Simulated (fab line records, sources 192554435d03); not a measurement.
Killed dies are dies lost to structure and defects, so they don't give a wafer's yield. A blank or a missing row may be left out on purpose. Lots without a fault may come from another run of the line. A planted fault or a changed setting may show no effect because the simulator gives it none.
fab line records | flow n5_finfet
record lots=7 wafers=21
route steps=1938 shown BEOL_M10@1470 BEOL_M11@1560 BEOL_M13@1680 BEOL_M14@1722
start_h: hours from the record's first day to the start of the lot's first wafer shown | wait_h: hours since the lot's step before | " the same as in the row above | L1.1+2: a row that stands for several wafers | - no value, or no start given | * or withheld: withheld | < > ~ a bound
route shown NAME@n: a module of which the file shows steps, and the number in the route of the first | usual: mean/standard deviation of fault-free wafers | same: alike in all rows | chamber/n: place in a boat | sites: the reading at each site | _std_site: their standard deviation | _edge_site: outer sites' mean less inner sites' | radius_mm: how far each site lies from the wafer's centre | mask NAME#n: copy n | behind: the tool/chamber that last shaped the wafer | hold: why the lot was held/for how many hours/how that ended | device: the transistor (n, p or np) that didn't switch | end of line: the same wafers' tests at the end of the route | a step without rows: its recipe alone | killed: dies lost to structure and defects at the first sort, not the wafer's yield | map: a wafer's dies, x killed, . not, _ none there
set.NAME: the setting as run; set.NAME@STEP: as run at that earlier step | model.NAME: the simulator's own value behind a step, which no gauge read
lots whose settings were changed on purpose; a table a step, a row a wafer
## steps
# step N5_BEOL_M10_ILD_DEP_00
# recipe material=SiCOH_lowk target_thk_a=3085.1 temp_c=300 precursor=DEMS/porogen pressure_torr=5 rf_w=500 time_s=58
# columns lot.wafer tool chamber start_h wait_h set.temp_c model.SiCOH_lowk_of_BEOL_M10_ILD_DEP_00.thk_nm
L074.1 pecvd-02 2 252.42 0.0 303.1 297.8
L074.2 " 0 " " 300 303
L074.3 " 1 " " 303.1 295.4
L081.1 pecvd-02 1 279.17 0.0 305 295.4
L081.3 " 2 " " 305 299.2
L081.4 " 1 " " 300 309.4
L086.3 pecvd-01 0 324.21 0.0 295.4 315.4
L086.4 " 0 " " 300 312.2
L086.5 " 1 " " 295.4 320.2
L090.1 pecvd-02 2 352.49 0.0 300 306.6
L090.3 " 0 " " 300 308.4
L090.4 " 0 " " 300 305.4
L092.3 pecvd-01 2 357.57 0.0 300 310.2
L092.5 " 0 " " 300 312
L092.6 " 1 " " 300 314.2
L095.3 pecvd-02 0 370.83 0.0 300 311
L095.4 " 1 " " 300 307
L095.6 " 0 " " 300 312.6
L096.1 pecvd-01 1 392.99 0.0 304.2 292.6
L096.3 " 0 " " 304.2 293.2
L096.4 " 1 " " 300 304.4
# step N5_BEOL_M10_CURE_71
# recipe temp_c=385 time_s=240 ambient=He/Ar material=SiCOH_lowk
# columns lot.wafer tool chamber start_h wait_h set.temp_c@BEOL_M10_ILD_DEP_00 model.SiCOH_lowk_of_BEOL_M10_ILD_DEP_00.thk_nm
L074.1 uv_cure-03 2 252.50 0.0 303.1 258.6
L074.2 " 2 " " 300 263.2
L074.3 " 2 " " 303.1 256.4
L081.1 uv_cure-03 0 279.25 0.0 305 256.4
L081.3 " 0 " " 305 259.8
L081.4 " 0 " " 300 268.8
L086.3 uv_cure-02 1 324.45 0.2 295.4 274
L086.4 " 1 " " 300 271.4
L086.5 " 1 " " 295.4 278.2
L090.1 uv_cure-02 2 352.57 0.0 300 266.4
L090.3 " 2 " " 300 267.8
L090.4 " 2 " " 300 265.2
L092.3 uv_cure-02 2 357.81 0.2 300 269.4
L092.5 " 2 " " 300 271
L092.6 " 2 " " 300 273
L095.3 uv_cure-01 0 371.06 0.2 300 270.2
L095.4 " 0 " " 300 266.8
L095.6 " 0 " " 300 271.6
L096.1 uv_cure-03 1 393.07 0.0 304.2 254
L096.3 " 1 " " 304.2 254.4
L096.4 " 1 " " 300 264.4
# step N5_BEOL_M10_THK_MEAS_01
# recipe reads=SiCOH_lowk_of_BEOL_M10_ILD_DEP_00
# usual M10_ILD_THK=268/3.6
# columns lot.wafer tool chamber start_h wait_h set.temp_c@BEOL_M10_ILD_DEP_00 M10_ILD_THK[nm]
L074.1 film_metro-02 - 253.49 0.8 303.1 259
L074.2 " - " " 300 263
L074.3 " - " " 303.1 256
L081.1 film_metro-02 - 279.76 0.4 305 256
L081.3 " - " " 305 260
L081.4 " - " " 300 269
L086.3 film_metro-02 - 324.80 0.3 295.4 274
L086.4 " - " " 300 271
L086.5 " - " " 295.4 278
L090.1 film_metro-01 - 353.08 0.4 300 266
L090.3 " - " " 300 268
L090.4 " - " " 300 265
L092.3 film_metro-02 - 358.17 0.3 300 269
L092.5 " - " " 300 271
L092.6 " - " " 300 273
L095.3 film_metro-01 - 371.42 0.3 300 270
L095.4 " - " " 300 267
L095.6 " - " " 300 272
L096.1 film_metro-02 - 393.58 0.4 304.2 254
L096.3 " - " " 304.2 254
L096.4 " - " " 300 264
# step N5_BEOL_M11_COAT_63
# recipe resist=SOC temp_c=250 time_s=60 spin_rpm=1500 resist_thk_nm=100
# columns lot.wafer tool chamber start_h wait_h set.spin_rpm model.SOC_of_BEOL_M11_COAT_63.thk_nm
L074.1 litho_track-01 0 263.15 0.9 1500 99.8
L074.2 " 0 " " 1653 95.4
L074.3 " 0 " " 1500 100
L081.1+3+4 litho_track-03 0 292.32 0.3 1500 100.2
L086.3+5 litho_track-05 0 336.06 0.2 1500 100
L086.4 " 0 " " 1500 100.4
L090.1 litho_track-01 0 367.66 1.2 1500 99.6
L090.3 " 0 " " 1500 100
L090.4 " 0 " " 1500 99.8
L092.3 litho_track-01 0 371.12 1.5 1376 104.2
L092.5 " 0 " " 1500 100
L092.6 " 0 " " 1376 104
L095.3 litho_track-05 0 383.74 0.0 1500 100.2
L095.4 " 0 " " 1353 105.6
L095.6 " 0 " " 1353 105.4
L096.1 litho_track-03 0 408.47 2.8 1647 95.2
L096.3 " 0 " " 1500 99.6
L096.4 " 0 " " 1647 95.8
# step N5_BEOL_M11_EXPOSE_25
# recipe mask_id=V10 na=1.35 source_shape=annular sigma_inner=0.5 sigma_outer=0.8 polarization=unpolarized dose_mj=85.5
# columns lot.wafer tool chamber start_h wait_h mask set.dose_mj
L074.1+2+3 arfi_scanner-03 0 263.40 - V10#0 85.5
L081.1 arfi_scanner-02 0 292.56 - V10#0 85.5
L081.3+4 " 0 " " V10#0 89.28
L086.3 arfi_scanner-03 0 336.31 - V10#0 85.5
L086.4+5 " 0 " " V10#0 82.38
L090.1+3+4 arfi_scanner-03 0 367.90 - V10#0 85.5
L092.3 arfi_scanner-02 0 371.38 - V10#0 85.5
L092.5+6 " 0 " " V10#0 81.05
L095.3+6 arfi_scanner-01 0 384.00 - V10#0 85.5
L095.4 " 0 " " V10#0 80.74
L096.1+4 arfi_scanner-03 0 408.71 - V10#0 85.5
L096.3 " 0 " " V10#0 82.06
# step N5_BEOL_M11_PEB_26
# recipe peb_temp_c=withheld peb_time_s=60 resist=CAR-ArF
# step N5_BEOL_M11_DEVELOP_27
# recipe develop_time_s=30 developer=TMAH resist=CAR-ArF rinse_liquid=diw dry=air_spin dev_temp_c=23
# step N5_BEOL_M11_CD_MEAS_28
# recipe target_cd_nm=70 landing_energy_ev=500 detector=se_inlens polarity=opening
# usual cd_nm=69.9/1.2
# columns lot.wafer tool chamber start_h wait_h set.dose_mj@BEOL_M11_EXPOSE_25 cd_nm
L074.1 cd_sem-03 0 263.53 - 85.5 70.1
L074.2 " 0 " " 85.5 70.3
L074.3 " 0 " " 85.5 70.6
L081.1 cd_sem-01 0 292.69 - 85.5 67.4
L081.3 " 0 " " 89.28 72.5
L081.4 " 0 " " 89.28 72.2
L086.3 cd_sem-01 0 336.43 - 85.5 70.1
L086.4 " 0 " " 82.38 66.9
L086.5 " 0 " " 82.38 66.4
L090.1 cd_sem-01 0 368.03 - 85.5 70.8
L090.3 " 0 " " 85.5 70.2
L090.4 " 0 " " 85.5 71.2
L092.3 cd_sem-01 0 371.50 - 85.5 71.9
L092.5 " 0 " " 81.05 66.2
L092.6 " 0 " " 81.05 67.5
L095.3 cd_sem-01 0 384.12 - 85.5 69.0
L095.4 " 0 " " 80.74 63.7
L095.6 " 0 " " 85.5 68.9
L096.1 cd_sem-02 0 408.84 - 85.5 69.2
L096.3 " 0 " " 82.06 66.5
L096.4 " 0 " " 85.5 68.7
# step N5_BEOL_M11_ETCH_66
# recipe chemistry=N2/H2 target=SOC target_depth_a=1200 overetch_a=240 mask_material=SiARC temp_c=40 time_s=180 ion_energy_ev=200 pressure_mtorr=30 source_w=840 bias_w=150 n2_flow_sccm=200 h2_flow_sccm=200
# columns lot.wafer tool chamber start_h wait_h set.time_s set.spin_rpm@BEOL_M11_COAT_63 model.etch.depth_nm model.SiARC_of_BEOL_M11_COAT_64.thk_nm
L074.1 rie_diel-02 3 263.72 0.0 166 1500 99.83 23.2
L074.2 " 0 " " 166 1653 95.42 23.2
L074.3 " 2 " " 180 1500 99.96 22.6
L081.1 rie_diel-06 1 292.97 0.0 180 1500 100.3 22.6
L081.3 " 0 " " 180 1500 100.2 22.8
L081.4 " 2 " " 180 1500 100.2 23.4
L086.3 rie_diel-06 1 336.60 0.0 180 1500 100 22.6
L086.4 " 2 " " 180 1500 100.4 23
L086.5 " 1 " " 180 1500 100.1 22.6
L090.1 rie_diel-02 1 368.21 0.0 180 1500 99.59 23
L090.3 " 0 " " 180 1500 99.92 22.8
L090.4 " 3 " " 180 1500 99.75 23
L092.3 rie_diel-06 0 371.67 0.0 150.4 1376 104.3 24
L092.5 " 2 " " 150.4 1500 99.98 24.4
L092.6 " 3 " " 180 1376 103.9 22.6
L095.3 rie_diel-02 2 384.48 0.0 180 1500 100.1 22.8
L095.4 " 1 " " 180 1353 105.5 22.8
L095.6 " 1 " " 180 1353 105.4 23
L096.1 rie_diel-06 1 409.01 0.0 211.7 1647 95.24 21.2
L096.3 " 3 " " 211.7 1500 99.63 21.4
L096.4 " 2 " " 180 1647 95.73 23
# step N5_BEOL_M11_STRIP_69
# recipe chemistry=N2/H2 temp_c=40 n2_flow_sccm=200 h2_flow_sccm=200 rf_frequency_hz=6e+07
# step N5_BEOL_M11_VIA_ETCH_34
# recipe chemistry=C4F6/O2 target=SiCOH_lowk target_depth_a=1845 mask_material=SOC taper_deg=4 time_s=69.2 ion_energy_ev=250 pressure_mtorr=30 source_w=345 bias_w=185 Ar_flow_sccm=300 C4F6_flow_sccm=10 O2_flow_sccm=10
# columns lot.wafer tool chamber start_h wait_h set.spin_rpm@BEOL_M11_COAT_63 model.SOC_of_BEOL_M11_COAT_63.thk_nm
L074.1 rie_diel-02 3 263.84 0.0 1500 92
L074.2 " 0 " " 1653 87.4
L074.3 " 2 " " 1500 91.8
L081.1+4 rie_diel-06 1,2 293.10 0.0 1500 92.6
L081.3 " 0 " " 1500 92.2
L086.3+5 rie_diel-06 1 336.73 0.0 1500 92.2
L086.4 " 2 " " 1500 92.8
L090.1 rie_diel-02 1 368.33 0.0 1500 91.4
L090.3+4 " 0,3 " " 1500 91.8
L092.3 rie_diel-06 0 371.79 0.0 1376 96.4
L092.5 " 2 " " 1500 92.2
L092.6 " 3 " " 1376 95.8
L095.3 rie_diel-02 2 384.61 0.0 1500 92.2
L095.4 " 1 " " 1353 97.6
L095.6 " 1 " " 1353 97.4
L096.1 rie_diel-06 1 409.14 0.0 1647 87.4
L096.3 " 3 " " 1500 91.4
L096.4 " 2 " " 1647 88
# step N5_BEOL_M11_TRENCH_ETCH_37
# recipe chemistry=C4F6/O2 target_depth_a=1488.3 target=SiCOH_lowk time_s=48 ion_energy_ev=250 pressure_mtorr=30 source_w=345 bias_w=185 Ar_flow_sccm=300 C4F6_flow_sccm=10 O2_flow_sccm=10
# columns lot.wafer tool chamber start_h wait_h set.time_s model.BEOL_M11.feature_depth_nm model.etch.depth_nm model.TiN_of_BEOL_M11_HM_DEP_02.thk_nm
L074.1 rie_diel-02 3 - - 48 144.6 144.5 15.8
L074.2 " 0 " " 56.27 174 174 15.2
L074.3 " 2 " " 56.27 170.2 170.2 15.4
L081.1 rie_diel-06 1 - - 48 147.6 147.6 16.2
L081.3 " 0 " " 48 150.8 150.8 16
L081.4 " 2 " " 48 145 145 16.2
L086.3 rie_diel-06 1 - - 48 146.6 146.6 16
L086.4 " 2 " " 48 142.6 142.6 16.2
L086.5 " 1 " " 56.02 170 170.1 15.4
L090.1 rie_diel-02 1 - - 48 145.8 145.8 16
L090.3 " 0 " " 48 147.6 147.6 16
L090.4 " 3 " " 48 145.6 145.7 16.2
L092.3 rie_diel-06 0 - - 40.32 124 124 16.6
L092.5 " 2 " " 40.32 119.4 119.5 16.8
L092.6 " 3 " " 48 147 146.9 16
L095.3 rie_diel-02 2 - - 48 147.2 147.1 16
L095.4 " 1 " " 48 144.2 144.2 16.2
L095.6 " 1 " " 43.73 131.6 131.5 16.6
L096.1 rie_diel-06 1 - - 42.56 130.8 130.8 16.2
L096.3 " 3 " " 48 150.8 150.9 15.4
L096.4 " 2 " " 42.56 126.8 126.9 16
# step N5_BEOL_M11_ETCH_41
# recipe chemistry=CH3F/O2 target=SiCN target_depth_a=426 taper_deg=2 time_s=86 ion_energy_ev=120 mask_material=TiN pressure_mtorr=30 source_w=395 bias_w=75 Ar_flow_sccm=150 CH3F_flow_sccm=30 O2_flow_sccm=20
# step N5_BEOL_M11_STRIP_77
# recipe chemistry=N2/H2 time_s=10 power_w=450 temp_c=40 pressure_mtorr=20 rf_frequency_hz=6e+07 bias_power_w=7 n2_flow_sccm=200 h2_flow_sccm=200
# step N5_BEOL_M11_OCD_MEAS_38
# usual trench_depth_nm=147.0/2.3
# columns lot.wafer tool chamber start_h wait_h set.time_s@BEOL_M11_TRENCH_ETCH_37 trench_depth_nm
L074.1 ocd-01 - 264.12 - 48 145.0
L074.2 " - " " 56.27 173.9
L074.3 " - " " 56.27 170.8
L081.1 ocd-01 - 293.38 - 48 147.3
L081.3 " - " " 48 151.3
L081.4 " - " " 48 144.9
L086.3 ocd-01 - 337.02 - 48 146.8
L086.4 " - " " 48 142.6
L086.5 " - " " 56.02 169.5
L090.1 ocd-01 - 368.62 - 48 145.2
L090.3 " - " " 48 146.6
L090.4 " - " " 48 145.5
L092.3 ocd-02 - 372.08 - 40.32 124.3
L092.5 " - " " 40.32 119.4
L092.6 " - " " 48 147.0
L095.3 ocd-02 - 384.90 - 48 146.8
L095.4 " - " " 48 143.9
L095.6 " - " " 43.73 131.7
L096.1 ocd-02 - 409.42 - 42.56 130.8
L096.3 " - " " 48 150.9
L096.4 " - " " 42.56 126.9
# step N5_BEOL_M11_HM_STRIP_39
# recipe chemistry=peroxide_tin_strip material=TiN target_depth_a=250 temp_c=50 time_s=158
# step N5_BEOL_M11_SRD_40
# recipe time_s=30 temp_c=23 rinse_liquid=diw dry=ipa_marangoni
# step N5_BEOL_M11_ECD_50
# recipe material=Cu target_thk_a=3180
# step N5_BEOL_M11_ANNEAL_51
# recipe temp_c=225 time_s=90 ambient=N2
# step N5_BEOL_M11_CMP_52
# recipe stop_on=SiCOH_lowk t_overpolish_s=7 down_force_psi=1 platen_rpm=50 clearing_platen_down_force_psi=1.5 clearing_platen_rpm=50 post_cmp_clean=cu_alkaline target_thk_nm=140 clearing_platen_pad_velocity_m_s=0.99484 pad_velocity_m_s=0.99484
# columns lot.wafer tool chamber start_h wait_h set.time_s@BEOL_M11_TRENCH_ETCH_37 model.Cu_of_BEOL_M11_ECD_50.thk_nm
L074.3 cmp-04 0 266.05 0.2 56.27 162
L074.1 " 2 " " 48 135.6
L074.2 " 3 " " 56.27 164.2
L081.1 cmp-01 1 298.49 0.3 48 140.8
L081.3 " 3 " " 48 141.4
L081.4 " 0 " " 48 137
L086.4 cmp-04 3 342.52 0.1 48 133.8
L086.3 " 0 " " 48 137.2
L086.5 " 3 " " 56.02 160.8
L090.3 cmp-01 2 370.62 0.2 48 140.8
L090.4 " 0 " " 48 137.6
L090.1 " 1 " " 48 137.2
L092.3 cmp-03 2 374.94 0.2 40.32 115
L092.5 " 1 " " 40.32 110.8
L092.6 " 2 " " 48 138.4
L095.3 cmp-01 0 390.34 0.2 48 138.6
L095.4 " 3 " " 48 135
L095.6 " 1 " " 43.73 122.4
L096.1 cmp-01 0 411.47 0.4 42.56 121
L096.4 " 1 " " 42.56 118.2
L096.3 " 2 " " 48 142.6
# step N5_BEOL_M11_THK_MEAS_53
# recipe thk_meas_gauge=xrf reads=Cu_of_BEOL_M11_ECD_50
# usual M11_THK=142.5/2.6
# columns lot.wafer tool chamber start_h wait_h set.time_s@BEOL_M11_TRENCH_ETCH_37 M11_THK[nm]
L074.1 film_metro-01 - 266.34 - 48 139.0
L074.2 " - " " 56.27 168.8
L074.3 " - " " 56.27 166.0
L081.1 film_metro-02 - 298.78 - 48 145.2
L081.3 " - " " 48 146.1
L081.4 " - " " 48 142.1
L086.3 film_metro-02 - 342.82 - 48 142.3
L086.4 " - " " 48 138.7
L086.5 " - " " 56.02 167.3
L090.1 film_metro-02 - 370.91 - 48 142.0
L090.3 " - " " 48 145.0
L090.4 " - " " 48 142.4
L092.3 film_metro-01 - 375.20 - 40.32 118.8
L092.5 " - " " 40.32 113.9
L092.6 " - " " 48 143.3
L095.3 film_metro-02 - 390.63 - 48 141.7
L095.4 " - " " 48 137.9
L095.6 " - " " 43.73 125.4
L096.1 film_metro-01 - 411.76 - 42.56 125.8
L096.3 " - " " 48 147.9
L096.4 " - " " 42.56 122.4
# step N5_BEOL_M11_PRE_CLEAN_55
# recipe gas=NH3 time_s=15 temp_c=withheld rf_power_w=300
# step N5_BEOL_M11_DEP_56
# recipe material=SiCN target_thk_a=300 temp_c=withheld precursor=3MS/NH3 pressure_torr=3 rf_w=675 time_s=10.5
# step N5_BEOL_M11_RS_MEAS_57
# recipe thk_meas_gauge=four-point-probe reads=Cu_of_BEOL_M11_ECD_50+Co_of_BEOL_M11_CVD_75+TaN_of_BEOL_M11_ALD_74
# usual M11_RS=0.153/0.003
# columns lot.wafer tool chamber start_h wait_h set.time_s@BEOL_M11_TRENCH_ETCH_37 M11_RS[ohm/sq]
L074.1 film_metro-01 - 266.46 0.0 48 0.156
L074.2 " - " " 56.27 0.127
L074.3 " - " " 56.27 0.129
L081.1 film_metro-01 - 298.91 0.0 48 0.150
L081.3 " - " " 48 0.149
L081.4 " - " " 48 0.154
L086.3 film_metro-02 - 342.94 0.0 48 0.154
L086.4 " - " " 48 0.159
L086.5 " - " " 56.02 0.130
L090.1 film_metro-01 - 371.04 0.0 48 0.154
L090.3 " - " " 48 0.150
L090.4 " - " " 48 0.154
L092.3 film_metro-01 - 375.32 0.0 40.32 0.188
L092.5 " - " " 40.32 0.196
L092.6 " - " " 48 0.153
L095.3 film_metro-01 - 390.76 0.0 48 0.153
L095.4 " - " " 48 0.157
L095.6 " - " " 43.73 0.175
L096.1 film_metro-02 - 411.89 0.0 42.56 0.178
L096.3 " - " " 48 0.148
L096.4 " - " " 42.56 0.182
# step N5_BEOL_M13_COAT_65
# recipe resist=SOC temp_c=250 time_s=60 spin_rpm=1500 resist_thk_nm=350
# columns lot.wafer tool chamber start_h wait_h set.spin_rpm model.SOC_of_BEOL_M13_COAT_65.thk_nm
L074.1 litho_track-01 0 274.32 0.0 1439 358.8
L074.2 " 0 " " 1500 350.6
L074.3 " 0 " " 1500 351
L081.1 litho_track-05 0 304.99 0.0 1614 337.2
L081.3 " 0 " " 1500 349.2
L081.4 " 0 " " 1614 337
L086.3 litho_track-01 0 349.15 0.0 1500 350.6
L086.4 " 0 " " 1552 344.6
L086.5 " 0 " " 1500 349.2
L090.1 litho_track-02 0 380.17 0.0 1500 347.2
L090.3 " 0 " " 1500 349
L090.4 " 0 " " 1500 346.6
L092.3 litho_track-05 0 383.49 0.0 1500 350
L092.5 " 0 " " 1500 349.8
L092.6 " 0 " " 1638 335.2
L095.3 litho_track-02 0 398.95 0.0 1386 364
L095.4 " 0 " " 1386 365.6
L095.6 " 0 " " 1500 351.2
L096.1 litho_track-05 0 417.87 0.0 1500 349.8
L096.3 " 0 " " 1500 350.8
L096.4 " 0 " " 1500 351
# step N5_BEOL_M14_EXPOSE_07
# recipe mask_id=V13 na=0.8 source_shape=annular sigma_inner=0.5 sigma_outer=0.8 polarization=unpolarized attpsm_phase_deg=180 dose_mj=57
# columns lot.wafer tool chamber start_h wait_h mask set.dose_mj
L074.1+2 krf_scanner-02 0 279.76 - V13#0 57
L074.3 " 0 " " V13#0 54.23
L081.1+3+4 krf_scanner-01 0 309.76 - V13#0 57
L086.3 krf_scanner-02 0 354.30 - V13#0 57
L086.4+5 " 0 " " V13#0 58.09
L090.1+3+4 krf_scanner-01 0 385.47 - V13#0 57
L092.3+6 krf_scanner-02 0 389.86 - V13#0 60.57
L092.5 " 0 " " V13#0 57
L095.3+4 krf_scanner-01 0 405.23 - V13#0 58.56
L095.6 " 0 " " V13#0 57
L096.1+3 krf_scanner-01 0 422.68 - V13#0 60.44
L096.4 " 0 " " V13#0 57
## key
split step=N5_BEOL_M10_ILD_DEP_00 setting=temp_c stated=300 by=wafer
response step=N5_BEOL_M10_ILD_DEP_00 reading=model.SiCOH_lowk_of_BEOL_M10_ILD_DEP_00.thk_nm change=-6.31 per=1% r=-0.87
response step=N5_BEOL_M10_CURE_71 reading=model.SiCOH_lowk_of_BEOL_M10_ILD_DEP_00.thk_nm change=-5.54 per=1% r=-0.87
response step=N5_BEOL_M10_THK_MEAS_01 reading=M10_ILD_THK change=-5.64 per=1% r=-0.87
split step=N5_BEOL_M11_COAT_63 setting=spin_rpm stated=1500 by=wafer
response step=N5_BEOL_M11_COAT_63 reading=model.SOC_of_BEOL_M11_COAT_63.thk_nm change=-0.472 per=1% r=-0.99
response step=N5_BEOL_M11_ETCH_66 reading=model.etch.depth_nm change=-0.474 per=1% r=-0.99
response step=N5_BEOL_M11_VIA_ETCH_34 reading=model.SOC_of_BEOL_M11_COAT_63.thk_nm change=-0.456 per=1% r=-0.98
split step=N5_BEOL_M11_EXPOSE_25 setting=dose_mj stated=85.5 by=wafer
response step=N5_BEOL_M11_CD_MEAS_28 reading=cd_nm change=+0.934 per=1% r=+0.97
split step=N5_BEOL_M11_ETCH_66 setting=time_s stated=180 by=wafer
response step=N5_BEOL_M11_ETCH_66 reading=model.SiARC_of_BEOL_M11_COAT_64.thk_nm change=-0.095 per=1% r=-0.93
split step=N5_BEOL_M11_TRENCH_ETCH_37 setting=time_s stated=48 by=wafer
response step=N5_BEOL_M11_TRENCH_ETCH_37 reading=model.BEOL_M11.feature_depth_nm change=+1.61 per=1% r=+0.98
response step=N5_BEOL_M11_TRENCH_ETCH_37 reading=model.etch.depth_nm change=+1.61 per=1% r=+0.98
response step=N5_BEOL_M11_TRENCH_ETCH_37 reading=model.TiN_of_BEOL_M11_HM_DEP_02.thk_nm change=-0.0422 per=1% r=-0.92
response step=N5_BEOL_M11_OCD_MEAS_38 reading=trench_depth_nm change=+1.6 per=1% r=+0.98
response step=N5_BEOL_M11_CMP_52 reading=model.Cu_of_BEOL_M11_ECD_50.thk_nm change=+1.63 per=1% r=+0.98
response step=N5_BEOL_M11_THK_MEAS_53 reading=M11_THK change=+1.7 per=1% r=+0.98
response step=N5_BEOL_M11_RS_MEAS_57 reading=M11_RS change=-0.00202 per=1% r=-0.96
split step=N5_BEOL_M13_COAT_65 setting=spin_rpm stated=1500 by=wafer
response step=N5_BEOL_M13_COAT_65 reading=model.SOC_of_BEOL_M13_COAT_65.thk_nm change=-1.67 per=1% r=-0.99
split step=N5_BEOL_M14_EXPOSE_07 setting=dose_mj stated=57 by=wafer
response none in this file
